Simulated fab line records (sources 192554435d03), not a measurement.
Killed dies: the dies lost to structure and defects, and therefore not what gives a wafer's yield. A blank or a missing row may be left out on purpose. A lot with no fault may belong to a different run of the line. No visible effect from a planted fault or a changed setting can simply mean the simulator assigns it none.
Split-lot experiment ; flow n5Finfet ; 39 wafers read from 7 lots, route of 1938 steps

ON THE SPLIT
At N5_SD_EPI_N_ETCH_35 (etches SOC in N2/H2, overetch 108 nm, time 486 s), the setting timeS was moved away from the recipe's 486 s on 15 of the 39 wafers read, by -14.9% to +18.7%. This setting was run at the recipe's value on the other wafers.

The split's own step is where the reading is taken.

THE READING
SiARC_of_SD_EPI_N_COAT_33.thkNm (the simulator's own value, which no gauge read), in nm, at N5_SD_EPI_N_ETCH_35 (etches SOC in N2/H2, overetch 108 nm, time 486 s). There is no usual value for it anywhere in the file. Here, 24 wafers ran the recipe; their average is 20.0 nm with a standard deviation of 0.42 nm.

wafer;tool, chamber at the split;timeS as run, s;against the recipe;SiARC_of_SD_EPI_N_COAT_33.thkNm, nm;against lot-mates on the recipe
L075.1;rieDiel-06, 1;486;recipe;20.6;-
L075.2;rieDiel-06, 2;520.3;+7.1%;19;-1.3
L075.3;rieDiel-06, 3;520.3;+7.1%;19.2;-1.1
L075.4;rieDiel-06, 2,3;486;recipe;20.2;-
L075.6;rieDiel-06, 2,3;486;recipe;20.2;-
L075.5;rieDiel-06, 1;520.3;+7.1%;19.4;-0.9
L079.1;rieDiel-06, 1;571.8;+17.7%;17.6;-2.2
L079.4;rieDiel-06, 1;571.8;+17.7%;17.6;-2.2
L079.2;rieDiel-06, 0;571.8;+17.7%;17.4;-2.4
L079.3;rieDiel-06, 2,2,0;486;recipe;19.8;-
L079.5;rieDiel-06, 2,2,0;486;recipe;19.8;-
L079.6;rieDiel-06, 2,2,0;486;recipe;19.8;-
L080.1;rieDiel-02, 2;486;recipe;20;-
L080.4;rieDiel-02, 0;486;recipe;20.4;-
L080.5;rieDiel-02, 1;486;recipe;20.2;-
L083.1;rieDiel-04, 0;486;recipe;20;-
L083.2;rieDiel-04, 1;436.1;-10.3%;21.8;+2.3
L083.3;rieDiel-04, 2;436.1;-10.3%;21.2;+1.7
L083.4;rieDiel-04, 3;486;recipe;19;-
L083.5;rieDiel-04, 1;436.1;-10.3%;22;+2.5
L083.6;rieDiel-04, 2;486;recipe;19.4;-
L091.1;rieDiel-04, 0;577;+18.7%;17.2;-2.5
L091.6;rieDiel-04, 0;577;+18.7%;17.2;-2.5
L091.2;rieDiel-04, 1;486;recipe;20.4;-
L091.3;rieDiel-04, 3;486;recipe;19;-
L091.4;rieDiel-04, 2;486;recipe;19.6;-
L091.5;rieDiel-04, 1;577;+18.7%;17.8;-1.9
L096.1;rieDiel-06, 1;486;recipe;20.4;-
L096.2;rieDiel-06, 2,0;413.5;-14.9%;22.2;+1.9
L096.3;rieDiel-06, 2,0;413.5;-14.9%;22.2;+1.9
L096.4;rieDiel-06, 1;413.5;-14.9%;22.6;+2.3
L096.5;rieDiel-06, 0,2;486;recipe;20.2;-
L096.6;rieDiel-06, 0,2;486;recipe;20.2;-
L097.1;rieDiel-02, 3,1;486;recipe;20.4;-
L097.4;rieDiel-02, 3,1;486;recipe;20.4;-
L097.2;rieDiel-02, 2;486;recipe;19.8;-
L097.3;rieDiel-02, 0,1,0;486;recipe;20.2;-
L097.5;rieDiel-02, 0,1,0;486;recipe;20.2;-
L097.6;rieDiel-02, 0,1,0;486;recipe;20.2;-
Rows listing several chambers each stand for several wafers; the file does not say which wafer went through which chamber.

FIT RESULTS
A straight line over all 39 wafers: SiARC_of_SD_EPI_N_COAT_33.thkNm changes by -0.145 nm for each +1% of timeS; r = -0.96; the points scatter about the line by 0.37 nm.
The same after taking each lot's own level away (the mean of its wafers on the recipe; 39 wafers): -0.14 nm for each +1%; r = -0.96; scatter 0.36 nm.
On that fit, the largest move of timeS shifts the reading by 2.6 nm.
The span of the lots' own levels, 19.47 to 20.33 nm, comes to 2.1 times the standard deviation stated above.
The two slopes are in agreement: the lot-to-lot level therefore moves the slope only a little.
Check: for one of the wafers moved furthest among these (+18.7%), held out of the fit, the line's prediction against its lot-mates is -2.54 nm. Against them it came out at -2.47 nm.

ADDITIONAL SPLITS CARRIED BY THESE WAFERS
Other splits were also applied to these wafers ahead of the reading. Each is held against what the fit with the lots' levels taken away leaves over:
other split on the same wafers;wafers away from the commonest value;r with SiARC_of_SD_EPI_N_COAT_33.thkNm (lot level and that fit taken away)
N5_WELL_APT_EPI_41 timeS;15;+0.02
N5_DUMMY_GATE_ETCH_32 timeS;9;+0.15

THE FILE'S OWN FIT
SiARC_of_SD_EPI_N_COAT_33.thkNm changes by -0.138 nm for each +1% of timeS, r = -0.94.
